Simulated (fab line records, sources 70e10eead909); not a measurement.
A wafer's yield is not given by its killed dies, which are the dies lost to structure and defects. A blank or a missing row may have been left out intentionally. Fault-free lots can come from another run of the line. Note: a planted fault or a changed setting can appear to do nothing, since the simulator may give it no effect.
Which tool was responsible? :: flow nand_harc :: 12 lots, 36 wafers sampled, at 2 steps of a route of 1159

WHAT THE GAUGES READ, wafer by wafer
NHARC_A_M0_OVL_MEAS_10: pitch 160 nm.
lot: L076
measured: day 18 03:56
on: overlay-01
overlay_x_nm (nm): -1.1 -1.0 -1.4

lot: L077
measured: day 18 15:46
on: overlay-02
overlay_x_nm (nm): 2.2 2.0 1.6

lot: L078
measured: day 19 02:32
on: overlay-01
overlay_x_nm (nm): 1.6 1.8 2.2

lot: L081
measured: day 19 12:04
on: overlay-02
overlay_x_nm (nm): -1.2 -0.9 -1.5

lot: L083
measured: day 20 00:53
on: overlay-01
overlay_x_nm (nm): 0.6 0.6 0.3

lot: L088
measured: day 20 08:36
on: overlay-02
overlay_x_nm (nm): -0.2 -0.4 -0.7

lot: L086
measured: day 20 13:11
on: overlay-02
overlay_x_nm (nm): -1.0 -0.7 -0.8

lot: L089
measured: day 21 12:55
on: overlay-02
overlay_x_nm (nm): 0.9 0.4 0.8

lot: L090
measured: day 21 19:11
on: overlay-02
overlay_x_nm (nm): 0.2 0.5 0.4

lot: L093
measured: day 22 03:38
on: overlay-01
overlay_x_nm (nm): -0.5 -0.4 -0.8

lot: L095
measured: day 22 12:43
on: overlay-01
overlay_x_nm (nm): 1.1 1.5 1.2

lot: L097
measured: day 23 23:14
on: overlay-01
overlay_x_nm (nm): -0.1 -0.5 -0.6

WHICH TOOL RAN EACH LOT (tool, then ch and the chambers of the sampled wafers, then the start)
lot: L076
NHARC_A_CONTACT_ETCH_135: har_cap_etch-01 ch 0,1, day 17 09:50

lot: L077
NHARC_A_CONTACT_ETCH_135: har_cap_etch-02 ch 0,1, day 18 06:56

lot: L078
NHARC_A_CONTACT_ETCH_135: har_cap_etch-01 ch 0,1, day 18 13:50

lot: L081
NHARC_A_CONTACT_ETCH_135: har_cap_etch-01 ch 0,1, day 19 03:53

lot: L083
NHARC_A_CONTACT_ETCH_135: har_cap_etch-03 ch 0, day 19 11:19

lot: L088
NHARC_A_CONTACT_ETCH_135: har_cap_etch-02 ch 0,1, day 19 22:31

lot: L086
NHARC_A_CONTACT_ETCH_135: har_cap_etch-02 ch 0,1, day 20 04:46

lot: L089
NHARC_A_CONTACT_ETCH_135: har_cap_etch-03 ch 0,1, day 20 14:17

lot: L090
NHARC_A_CONTACT_ETCH_135: har_cap_etch-03 ch 0,1, day 20 19:55

lot: L093
NHARC_A_CONTACT_ETCH_135: har_cap_etch-01 ch 0,1, day 21 17:20

lot: L095
NHARC_A_CONTACT_ETCH_135: har_cap_etch-03 ch 0,1, day 21 21:40

lot: L097
NHARC_A_CONTACT_ETCH_135: har_cap_etch-02 ch 0,1, day 23 05:21
- NHARC_A_CONTACT_ETCH_135: etches the open film in C4F8/O2/Ar, time 132 s, target depth 1287 nm.

THE ANSWER, worked out from the rows above alone
Rule: what is usual is taken from the lots themselves. Put in order of their means at a reading, lots are off if they are a third of the lots or fewer, leave a main group of 4 or more, and stand apart from it by a gap of 3 or more times the standard deviation of the main group's means; of several such gaps the widest counts. The tables above print the reading to a certain number of digits; a main group whose means all agree to those digits is not used. A lot without any number at a reading at which 4 lots or more have one is off too. All remaining lots with rows at the step are treated as sound.
No lot is off on any of the readings shown, so nothing can be concluded from this.

WHAT THE SIMULATOR PUT IN
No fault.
